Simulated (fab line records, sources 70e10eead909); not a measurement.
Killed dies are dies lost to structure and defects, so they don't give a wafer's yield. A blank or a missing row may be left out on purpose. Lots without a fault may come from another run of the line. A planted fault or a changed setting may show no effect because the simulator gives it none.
A struck lot beside a sound one | flow nand_harc | 17 steps out of a route of 1302
Sound: wafers L697.2, L697.3, L697.6. Struck: wafers L706.3, L706.4, L706.5. The cause comes at the end.
At each step with rows: each side's tool, then ch and its chambers, then its first start. Under that, the readings that differ: sound wafers | struck wafers | difference of the means | sigmas: that difference in standard deviations of wafers without a fault.
alike: readings whose means differ by less than 2 such deviations, and words and numbers that are the same on both sides. not compared: withheld readings, readings that some wafer has no value for, bounds like >300 that may hide the same value, and numbers for which the record gives no deviation and whose values overlap.
The two part at a step that has a row with sigmas, a row that says differs or no value, or rows on one side only. Numbers that don't overlap but have no deviation are shown without sigmas and don't part them. A reading that every wafer of one side lacks parts them only if that side has two wafers or more.

NHARC_P_GATE_CD_MEAS_59: target cd 720 nm.
  sound on cd_sem-02 ch 0, day 6 06:53; struck on cd_sem-02 ch 0, day 9 13:05
  alike: cd_nm
then, 1 step without rows for these wafers: NHARC_P_GATE_HARDBAKE_60 (time 80 s).
NHARC_P_GATE_DESCUM_61: chemistry O2, time 3 s.
  sound on rie_diel-04 ch 0,1,3, day 6 07:02; struck on rie_diel-09 ch 0,1,2, day 9 13:16
  alike: drypump_motor_current_A, o2_flow_sccm, oes_product_au, rf_vpp_V, showerhead_plenum_p_Torr, throttle_valve_pct
  not compared: rf_hours_counter_h
then, 1 step without rows for these wafers: NHARC_P_GATE_IMPLANT_62.
NHARC_P_GATE_STRIP_112: strips in N2/H2, time 200 s.
  sound on plasma_asher-02 ch 0,1, day 6 07:25; struck on plasma_asher-01 ch 0,1, day 9 13:41
  alike: drypump_motor_current_A, heater_power_w, rf_refl_power_W
  not compared: rf_hours_counter_h
NHARC_P_GATE_STRIP_76: strips in O2.
  sound on plasma_asher-02 ch 0,1, day 6 07:40; struck on plasma_asher-01 ch 0,1, day 9 13:53
  alike: drypump_motor_current_A, heater_power_w, rf_refl_power_W
  not compared: rf_hours_counter_h
then, 6 steps without rows for these wafers: NHARC_P_GATE_STRIP_63 (strips in SPM, time 900 s); NHARC_P_GATE_DEHYDRATE_83 (time 120 s); NHARC_P_GATE_HMDS_84 (time 30 s); NHARC_P_GATE_COAT_85; NHARC_P_GATE_SOFTBAKE_86 (time 95 s); NHARC_P_GATE_EBR_87.
NHARC_P_GATE_EXPOSE_88: exposes mask P HVN, target cd 2000 nm.
  sound on krf_scanner-04 ch 0, day 6 08:26; struck on krf_scanner-03 ch 0, day 9 14:31
  reading | sound                   | struck                  | difference | sigmas
  mask    | P_HVN#0 P_HVN#0 P_HVN#0 | P_PSD#0 P_PSD#0 P_PSD#0 | differs    |
then, 2 steps without rows for these wafers: NHARC_P_GATE_PEB_89 (peb time 85 s); NHARC_P_GATE_DEVELOP_90 (time 70 s).
NHARC_P_GATE_CD_MEAS_91: target cd 2000 nm.
  sound on cd_sem-02 ch 0, day 6 08:36; struck on cd_sem-02 ch 0, day 9 14:40
  reading    | sound                | struck | difference                    | sigmas
  cd_nm (nm) | 2000.3 2002.1 2003.5 | - - -  | no value on the struck wafers |
then, 1 step without rows for these wafers: NHARC_P_GATE_HARDBAKE_92 (time 80 s).

WHERE THEY PART
First at NHARC_P_GATE_EXPOSE_88; last, within this record, at NHARC_P_GATE_CD_MEAS_91.

WHY: what the simulator had put in
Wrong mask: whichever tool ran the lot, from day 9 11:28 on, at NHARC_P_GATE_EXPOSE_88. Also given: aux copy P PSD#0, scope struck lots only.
